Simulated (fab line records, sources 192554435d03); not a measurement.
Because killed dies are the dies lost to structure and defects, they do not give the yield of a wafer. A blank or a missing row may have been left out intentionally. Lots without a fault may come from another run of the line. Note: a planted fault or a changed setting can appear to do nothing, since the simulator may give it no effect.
fab line records | flow n5-finfet | part 1 of 2: steps 1 to 4 of 6
[record] lots = 24 wafers = 72 last-day = 18
route steps=1938 shown MOL_CONTACT_COAG@617 BEOL_M0_SAQP@637 BEOL_M0_CUTY@712 BEOL_M0@734
lots that met no fault: from a run of the same line without faults
start-h: hours from the record's first day to the start of the lot's first wafer shown | wait-h: hours elapsed since this lot's preceding step | " repeats the value in the row above | L1.1+2: a single row standing in for several wafers | - either no value or no given start | * or withheld: withheld | < > ~ a bound
route shown NAME@n: NAME is a module with steps in the file, n the number in the route of the first one | usual: mean/standard deviation of fault-free wafers | same: alike in all rows | chamber/n: place in a boat | sites: each site's reading | _std_site: the standard deviation of these | _edge_site: inner sites' mean taken away from outer sites' mean | radius-mm: how far each site lies from the wafer's centre | mask NAME#n: copy n | behind: the most recent tool/chamber to have shaped the wafer | hold: cause of the lot's hold/its duration in hours/its outcome | device: which transistor (n, p or np) failed to switch | end of line: the route-end tests of the same wafers | step lacking rows: just its recipe | killed: at the first sort, the dies lost to defects and structure; wafer yield is something else | map: a wafer's dies, x killed, . not, _ none there
set.NAME: the setting the step ran with; set.NAME@STEP: the setting that earlier step ran with | model.NAME: the simulator's own value behind a step, which no gauge read
a sample of lots followed through the steps of the route, with each step as a table and each wafer as a row
services: when a tool's chamber went out of use (start-h, in hours from the record's first day, below 0 if earlier), for how many hours, and the reason
[[steps]]
[step N5_MOL_CONTACT_COAG_ETCH_48]
[recipe] chemistry = C4F6/O2 target-depth-a = 150 overetch-a = 45 mask-material = SOC target = SiOC bias-w = 465 pressure-mtorr = 10 time-s = 17 source-w = 335 Ar_flow_sccm = 300 C4F6_flow_sccm = 10 O2_flow_sccm = 10 ion-energy-ev = 576
[usual] drypump-motor-current-A = 5.8/0.33 oes-product-au = 0.68/0.083 rf-vpp-V = 1588/23 showerhead-plenum-p-Torr = 2.86/0.091 throttle-valve-pct = 40.7/0.48
// columns lot.wafer tool chamber start-h wait-h drypump-motor-current-A oes-product-au rf-hours-counter-h rf-vpp-V showerhead-plenum-p-Torr throttle-valve-pct
L074.1 rie-diel-05 0 107.33 0.0 5.8 0.63 164 1578 2.80 39.6
L074.3 " 2 " " 5.9 0.87 1 1589 2.79 41.2
L074.5 " 2 " " 5.9 0.83 - 1589 2.79 41.2
L075.3 rie-diel-05 2 112.80 0.0 5.9 0.79 4 1590 2.79 41.1
L075.4 " 1 " " 5.8 0.71 - 1578 2.93 40.8
L075.6 " 2 " " 5.8 0.79 - 1590 2.79 41.1
L076.1 rie-diel-01 0 119.08 0.0 6.2 0.65 95 1581 2.89 40.8
L076.3 " 3 " " 5.1 0.59 239 1545 2.68 40.8
L076.6 " 1 " " 5.9 0.71 - 1621 2.98 40.2
L077.1 rie-diel-03 3 122.20 0.0 5.6 0.78 41 1561 2.91 41.2
L077.3 " 2 " " 5.7 0.69 152 1544 2.74 40.6
L077.5 " 2 " " 5.8 0.65 - 1544 2.74 40.6
L078.2 rie-diel-05 2 132.69 0.0 5.9 0.81 12 1590 2.78 41.2
L078.4 " 0 " " 5.8 0.65 175 1579 2.79 39.6
L078.5 " 0 " " 5.8 0.62 - 1579 2.79 39.6
L079.3 rie-diel-05 1 135.12 0.0 5.8 0.70 39 1579 2.92 40.9
L079.4 " 2 " " 5.8 0.71 13 1590 2.78 41.1
L079.6 " 0 " " 5.8 0.59 - 1579 2.79 39.6
L080.1 rie-diel-05 3 138.05 0.0 5.3 0.78 3 1586 2.77 40.7
L080.2 " 0 " " 5.8 0.59 177 1578 2.79 39.6
L080.6 " 2 " " 5.9 0.75 - 1590 2.78 41.1
L081.2 rie-diel-01 2 154.91 0.0 6.2 0.84 1 1613 2.95 41.4
L081.4 " 0 " " 6.2 0.70 - 1580 2.88 40.8
L081.5 " 1 " " 5.9 0.70 - 1621 2.98 40.2
L082.2 rie-diel-03 1 157.08 0.0 5.4 0.62 206 1601 2.72 40.8
L082.4 " 1 " " 5.4 0.58 - 1601 2.72 40.8
L082.6 " 3 " " 5.6 0.75 - 1562 2.91 41.2
L083.2 rie-diel-01 2 158.45 0.0 6.2 0.88 3 1612 2.95 41.4
L083.4 " 2 " " 6.2 0.84 - 1614 2.95 41.3
L083.5 " 0 " " 6.2 0.65 - 1580 2.88 40.8
L084.1 rie-diel-03 1 160.18 0.0 5.4 0.60 208 1600 2.71 40.8
L084.3 " 3 " " 5.6 0.68 57 1562 2.91 41.2
L084.4 " 1 " " 5.4 0.64 - 1601 2.71 40.8
L085.3 rie-diel-01 0 172.45 0.0 6.2 0.68 122 1580 2.87 40.8
L085.5 " 0 " " 6.2 0.61 - 1581 2.87 40.8
L085.6 " 2 " " 6.2 0.74 - 1612 2.94 41.3
L086.1 rie-diel-01 2 184.63 0.0 6.2 0.78 18 1611 2.94 41.3
L086.2 " 3 " " 5.1 0.79 1 1569 3.01 40.1
L086.5 " 0 " " 6.2 0.67 - 1579 2.87 40.8
L087.2 rie-diel-01 3 186.54 0.0 5.2 0.80 2 1569 3.01 40.1
L087.4 " 1 " " 5.9 0.67 115 1620 2.97 40.2
L087.6 " 2 " " 6.2 0.77 - 1612 2.94 41.4
L088.2 rie-diel-03 3 194.01 0.0 5.6 0.69 70 1561 2.90 41.2
L088.3 " 1 " " 5.4 0.60 221 1598 2.71 40.8
L088.5 " 2 " " 5.7 0.60 - 1543 2.73 40.6
L089.2 rie-diel-03 3 195.79 0.0 5.6 0.71 71 1563 2.90 41.2
L089.4 " 1 " " 5.4 0.52 222 1599 2.71 40.8
L089.6 " 3 " " 5.6 0.68 - 1561 2.90 41.2
L091.2 rie-diel-01 0 202.78 0.0 6.2 0.65 137 1580 2.87 40.8
L091.4 " 0 " " 6.2 0.64 - 1580 2.87 40.8
L091.6 " 2 " " 6.2 0.71 - 1612 2.94 41.3
L090.1 rie-diel-03 2 202.94 0.0 5.7 0.55 176 1540 2.73 40.6
L090.5 " 3 " " 5.6 0.67 - 1560 2.90 41.2
L090.6 " 2 " " 5.7 0.58 - 1543 2.73 40.6
L092.2 rie-diel-01 1 210.94 0.0 5.9 0.68 121 1619 2.96 40.2
L092.5 " 1 " " 5.9 0.63 - 1620 2.96 40.2
L092.6 " 2 " " 6.2 0.77 - 1613 2.94 41.4
L093.3 rie-diel-05 2 218.53 0.0 5.9 0.74 30 1590 2.78 41.2
L093.4 " 0 " " 5.8 0.66 195 1578 2.78 39.6
L093.5 " 3 " " 5.3 0.83 - 1585 2.76 40.7
L094.4 rie-diel-05 3 227.57 0.0 5.3 0.69 23 1584 2.76 40.6
L094.5 " 3 " " 5.3 0.74 - 1583 2.76 40.7
L094.6 " 0 " " 5.8 0.60 - 1578 2.78 39.6
L095.1 rie-diel-03 2 227.70 0.0 5.7 0.59 185 1542 2.72 40.6
L095.5 " 0 " " 5.5 0.62 - 1623 2.91 40.6
L095.6 " 1 " " 5.4 0.58 - 1600 2.70 40.8
L097.1 rie-diel-05 2 239.32 0.0 5.9 0.73 36 1588 2.77 41.2
L097.4 " 1 " " 5.9 0.78 63 1578 2.91 40.9
L097.5 " 2 " " 5.9 0.80 - 1590 2.77 41.2
L096.1 rie-diel-01 1 239.64 0.0 5.9 0.66 131 1618 2.96 40.2
L096.2 " 0 " " 6.2 0.65 148 1580 2.86 40.9
L096.3 " 3 " " 5.1 0.76 22 1569 3.00 40.1
[step N5_MOL_CONTACT_COAG_STRIP_49]
[recipe] chemistry = N2/H2 time-s = 30 power-w = 1000 temp-c = 250 pressure-mtorr = withheld n2-flow-sccm = 1750 h2-flow-sccm = 3250
[usual] drypump-motor-current-A = 5.5/0.48 heater-power-w = 327/28
// columns lot.wafer tool chamber start-h wait-h drypump-motor-current-A heater-power-w rf-hours-counter-h
L074.1 plasma-asher-02 1 107.47 - 5.6 341 39
L074.3 " 0 " " 5.5 323 -
L074.5 " 0 " " 5.5 331 -
L075.3 plasma-asher-01 0 112.96 - 6.1 287 -
L075.4 " 1 " " 4.9 357 -
L075.6 " 1 " " 4.9 350 -
L076.1 plasma-asher-02 0 119.21 - 5.5 332 41
L076.3 " 1 " " 5.6 339 -
L076.6 " 0 " " 5.5 335 -
L077.1 plasma-asher-01 1 122.34 - 4.9 358 105
L077.3 " 0 " " 6.2 288 -
L077.5 " 1 " " 4.9 352 -
L078.2 plasma-asher-01 1 132.82 - 4.9 354 106
L078.4 " 1 " " 5.0 354 -
L078.5 " 0 " " 6.2 289 -
L079.3 plasma-asher-01 1 135.27 - 4.9 353 -
L079.4 " 0 " " 6.2 287 -
L079.6 " 1 " " 5.0 359 -
L080.1 plasma-asher-01 0 138.18 - 6.2 279 108
L080.2 " 1 " " 5.0 364 108
L080.6 " 1 " " 5.0 356 -
L081.2 plasma-asher-01 1 155.04 - 4.9 359 110
L081.4 " 1 " " 5.0 348 -
L081.5 " 0 " " 6.2 290 -
L082.2 plasma-asher-01 0 157.21 - 6.2 286 110
L082.4 " 1 " " 4.9 362 -
L082.6 " 1 " " 4.9 358 -
L083.2 plasma-asher-02 1 158.65 - 5.6 338 50
L083.4 " 1 " " 5.6 337 -
L083.5 " 0 " " 5.4 335 -
L084.1 plasma-asher-01 1 160.32 - 4.9 360 111
L084.3 " 1 " " 4.9 353 -
L084.4 " 0 " " 6.2 288 -
L085.3 plasma-asher-01 0 172.61 - 6.1 280 -
L085.5 " 1 " " 5.0 361 -
L085.6 " 0 " " 6.1 287 -
L086.1 plasma-asher-01 0 184.76 - 6.2 282 117
L086.2 " 1 " " 4.9 347 117
L086.5 " 0 " " 6.2 281 -
L087.2 plasma-asher-02 1 186.68 - 5.6 338 57
L087.4 " 0 " " 5.5 338 -
L087.6 " 1 " " 5.6 342 -
L088.2 plasma-asher-01 0 194.14 - 6.2 294 118
L088.3 " 0 " " 6.2 294 -
L088.5 " 0 " " 6.2 290 -
L089.2 plasma-asher-01 1 195.92 - 4.9 361 118
L089.4 " 0 " " 6.2 282 -
L089.6 " 0 " " 6.2 284 -
L091.2 plasma-asher-02 1 202.92 - 5.6 339 60
L091.4 " 1 " " 5.6 339 -
L091.6 " 1 " " 5.6 345 -
L090.1 plasma-asher-01 1 203.07 - 4.9 348 119
L090.5 " 1 " " 4.9 351 -
L090.6 " 0 " " 6.1 299 -
L092.2 plasma-asher-01 1 211.08 - 5.0 361 120
L092.5 " 0 " " 6.1 293 -
L092.6 " 1 " " 5.0 360 -
L093.3 plasma-asher-01 0 218.68 - 6.1 293 -
L093.4 " 1 " " 5.0 358 -
L093.5 " 1 " " 5.0 355 -
L094.4 plasma-asher-02 1 227.73 - 5.6 348 -
L094.5 " 0 " " 5.5 334 -
L094.6 " 1 " " 5.6 335 -
L095.1 plasma-asher-02 0 227.83 - 5.4 331 65
L095.5 " 0 " " 5.5 339 -
L095.6 " 1 " " 5.6 335 -
L097.1 plasma-asher-02 1 239.45 - 5.6 332 66
L097.4 " 1 " " 5.6 345 -
L097.5 " 1 " " 5.6 339 -
L096.1 plasma-asher-02 0 239.77 - 5.5 337 66
L096.2 " 1 " " 5.6 341 66
L096.3 " 1 " " 5.6 347 -
[step N5_BEOL_M0_SAQP_PECVD_97]
[recipe] material = SiNx target-thk-a = 230 temp-c = 350 precursor = SiH4/NH3/N2 pressure-torr = 1.5 rf-w = 300 time-s = 19.9
[usual] heater-power-w = 542/57 showerhead-plenum-p-Torr = 5.16/0.065 showerhead-vpp-V = 1061/56 throttle-valve-pct = 40.2/2.3
// columns lot.wafer tool chamber start-h wait-h heater-power-w showerhead-plenum-p-Torr showerhead-vpp-V throttle-valve-pct
L074.1 pecvd-02 0 113.13 0.0 575 5.18 1101 40.8
L074.3 " 1 " " 516 5.25 986 43.8
L074.5 " 1 " " 511 5.25 993 43.5
L075.3 pecvd-04 0 118.07 0.0 605 5.02 997 37.0
L075.4 " 2 " " 502 5.17 1079 36.8
L075.6 " 0 " " 625 5.02 1002 37.2
L076.1 pecvd-01 1 125.16 0.0 470 5.08 1047 42.8
L076.3 " 2 " " 534 5.12 1067 40.7
L076.6 " 1 " " 477 5.07 1050 42.8
L077.1 pecvd-02 1 127.41 0.0 491 5.25 992 43.7
L077.3 " 2 " " 534 5.21 1048 38.6
L077.5 " 2 " " 556 5.22 1065 38.6
L078.2 pecvd-02 2 137.72 0.0 498 5.21 1061 38.7
L078.4 " 1 " " 515 5.24 1011 43.7
L078.5 " 2 " " 505 5.21 1060 38.7
L079.3 pecvd-01 0 140.40 0.0 647 5.12 1186 37.5
L079.4 " 1 " " 542 5.08 1040 42.6
L079.6 " 0 " " 635 5.12 1208 37.3
L080.1 pecvd-01 1 143.38 0.0 467 5.07 1045 42.5
L080.2 " 0 " " 642 5.14 1193 37.3
L080.6 " 1 " " 481 5.10 1012 42.7
L081.2 pecvd-04 1 159.67 0.0 641 5.22 1058 37.8
L081.4 " 1 " " 640 5.21 1046 37.8
L081.5 " 0 " " 535 5.02 1005 37.3
L082.2 pecvd-02 2 163.00 0.0 537 5.22 1070 38.8
L082.4 " 2 " " 533 5.21 1043 39.0
L082.6 " 0 " " 570 5.17 1067 40.8
L084.1 pecvd-01 1 165.66 0.0 525 5.08 1036 42.7
L084.3 " 0 " " 671 5.13 1190 37.3
L084.4 " 1 " " 546 5.07 1033 42.6
L083.2 pecvd-02 1 165.76 0.0 515 5.27 992 43.7
L083.4 " 1 " " 523 5.26 1007 43.8
L083.5 " 0 " " 577 5.17 1047 40.9
L085.3 pecvd-01 0 178.93 0.0 545 5.11 1179 37.4
L085.5 " 1 " " 540 5.08 1039 42.6
L085.6 " 2 " " 525 5.12 1056 40.6
L086.1 pecvd-01 1 192.63 0.0 578 5.07 1036 42.8
L086.2 " 2 " " 465 5.13 1039 40.9
L086.5 " 2 " " 474 5.12 1023 40.4
L087.2 pecvd-01 1 193.67 0.0 548 5.09 1023 42.7
L087.4 " 2 " " 520 5.13 1023 40.7
L087.6 " 0 " " 638 5.15 1195 37.4
L088.2 pecvd-02 0 200.25 0.0 539 5.15 1077 40.8
L088.3 " 2 " " 528 5.21 1061 38.7
L088.5 " 2 " " 535 5.21 1044 38.8
L089.2 pecvd-02 0 202.70 0.0 551 5.18 1087 41.0
L089.4 " 1 " " 513 5.25 1006 44.0
L089.6 " 0 " " 532 5.18 1091 40.7
L091.2 pecvd-02 1 208.93 0.0 434 5.26 995 43.7
L091.4 " 1 " " 439 5.26 1020 43.8
L091.6 " 2 " " 477 5.21 1050 38.9
L090.1 pecvd-04 2 212.15 0.0 493 5.16 1081 37.5
L090.5 " 0 " " 570 5.01 1021 37.2
L090.6 " 1 " " 580 5.22 1055 38.0
L092.2 pecvd-04 2 218.11 0.0 543 5.18 1080 37.4
L092.5 " 2 " " 545 5.16 1090 37.9
L092.6 " 1 " " 648 5.22 1029 37.8
L093.3 pecvd-01 0 224.88 0.0 658 5.13 1188 37.7
L093.4 " 1 " " 490 5.08 1046 42.9
L093.5 " 1 " " 512 5.08 1057 42.9
L094.4 pecvd-02 0 233.41 0.0 547 5.17 1070 40.7
L094.5 " 1 " " 508 5.25 990 43.7
L094.6 " 2 " " 515 5.22 1078 39.0
L095.1 pecvd-02 1 238.55 0.0 450 5.25 991 43.6
L095.5 " 1 " " 440 5.26 1000 43.9
L095.6 " 2 " " 497 5.21 1068 39.1
L097.1 pecvd-02 0 244.54 0.0 544 5.16 1085 40.5
L097.4 " 0 " " 562 5.18 1077 40.8
L097.5 " 2 " " 516 5.21 1046 38.9
L096.1 pecvd-02 0 247.38 0.0 515 5.18 1075 40.8
L096.2 " 2 " " 533 5.22 1056 39.2
L096.3 " 1 " " 489 5.24 998 43.7
[step N5_BEOL_M0_SAQP_PECVD_04]
[recipe] material = a-Si target-thk-a = 600 temp-c = 350 precursor = SiH4/He pressure-torr = 3 rf-w = 100 time-s = 60.2
[usual] heater-power-w = 612/58 showerhead-plenum-p-Torr = 5.68/0.046 showerhead-vpp-V = 612/31 throttle-valve-pct = 18.3/1
// columns lot.wafer tool chamber start-h wait-h heater-power-w showerhead-plenum-p-Torr showerhead-vpp-V throttle-valve-pct
L074.1 pecvd-02 0 113.17 0.0 604 5.70 626 18.6
L074.3 " 1 " " 580 5.75 588 19.9
L074.5 " 1 " " 576 5.76 587 19.8
L075.3 pecvd-04 0 118.11 0.0 637 5.56 587 16.9
L075.4 " 2 " " 539 5.68 621 17.1
L075.6 " 0 " " 643 5.58 575 17.0
L076.1 pecvd-01 1 125.19 0.0 637 5.63 605 19.4
L076.3 " 2 " " 593 5.65 604 18.6
L076.6 " 1 " " 649 5.61 601 19.6
L077.1 pecvd-02 1 127.45 0.0 587 5.73 578 20.2
L077.3 " 2 " " 586 5.71 607 17.5
L077.5 " 2 " " 593 5.71 621 17.7
L078.2 pecvd-02 2 137.76 0.0 529 5.71 604 17.7
L078.4 " 1 " " 518 5.75 582 19.9
L078.5 " 2 " " 542 5.71 606 17.6
L079.3 pecvd-01 0 140.44 0.0 714 5.66 684 17.1
L079.4 " 1 " " 595 5.60 597 19.6
L079.6 " 0 " " 735 5.65 689 17.0
L080.1 pecvd-01 1 143.41 0.0 560 5.63 597 19.2
L080.2 " 0 " " 687 5.64 684 16.8
L080.6 " 1 " " 557 5.64 610 19.3
L081.2 pecvd-04 1 159.71 0.0 696 5.72 605 17.6
L081.4 " 1 " " 697 5.70 602 17.4
L081.5 " 0 " " 686 5.58 588 17.0
L082.2 pecvd-02 2 163.04 0.0 591 5.71 611 17.8
L082.4 " 2 " " 596 5.73 609 17.7
L082.6 " 0 " " 669 5.70 617 18.4
L084.1 pecvd-01 1 165.70 0.0 621 5.62 600 19.5
L084.3 " 0 " " 698 5.67 691 17.1
L084.4 " 1 " " 608 5.62 610 19.3
L083.2 pecvd-02 1 165.80 0.0 562 5.74 568 19.5
L083.4 " 1 " " 559 5.73 580 19.9
L083.5 " 0 " " 655 5.69 619 18.5
L085.3 pecvd-01 0 178.97 0.0 635 5.67 694 17.0
L085.5 " 1 " " 541 5.63 600 19.4
L085.6 " 2 " " 526 5.65 603 18.5
L086.1 pecvd-01 1 192.67 0.0 649 5.63 602 19.5
L086.2 " 2 " " 578 5.65 602 18.7
L086.5 " 2 " " 591 5.65 603 18.7
L087.2 pecvd-01 1 193.71 0.0 658 5.63 590 19.2
L087.4 " 2 " " 557 5.66 603 18.6
L087.6 " 0 " " 707 5.65 679 16.8
L088.2 pecvd-02 0 200.29 0.0 660 5.68 633 18.4
L088.3 " 2 " " 567 5.71 614 17.6
L088.5 " 2 " " 563 5.71 622 17.8
L089.2 pecvd-02 0 202.74 0.0 659 5.67 618 18.4
L089.4 " 1 " " 568 5.75 579 20.0
L089.6 " 0 " " 655 5.70 623 18.7
L091.2 pecvd-02 1 208.97 0.0 578 5.76 572 20.0
L091.4 " 1 " " 506 5.74 581 20.1
L091.6 " 2 " " 512 5.71 614 17.4
L090.1 pecvd-04 2 212.19 0.0 569 5.69 627 17.0
L090.5 " 0 " " 720 5.58 586 17.3
L090.6 " 1 " " 685 5.72 606 17.3
L092.2 pecvd-04 2 218.15 0.0 588 5.69 632 17.3
L092.5 " 2 " " 584 5.68 628 17.1
L092.6 " 1 " " 682 5.72 602 17.5
L093.3 pecvd-01 0 224.95 0.1 689 5.65 693 17.2
L093.4 " 1 " " 627 5.61 607 19.3
L093.5 " 1 " " 653 5.63 589 19.5
L094.4 pecvd-02 0 233.46 0.0 628 5.70 626 18.5
L094.5 " 1 " " 568 5.75 576 19.8
L094.6 " 2 " " 603 5.72 618 17.6
L095.1 pecvd-02 1 238.59 0.0 564 5.73 577 19.9
L095.5 " 1 " " 562 5.76 584 20.0
L095.6 " 2 " " 590 5.72 621 18.0
L097.1 pecvd-02 0 244.58 0.0 666 5.68 622 18.6
L097.4 " 0 " " 670 5.70 615 18.6
L097.5 " 2 " " 601 5.70 611 17.9
L096.1 pecvd-02 0 247.42 0.0 659 5.70 618 18.4
L096.2 " 2 " " 611 5.71 612 18.0
L096.3 " 1 " " 575 5.73 571 20.2
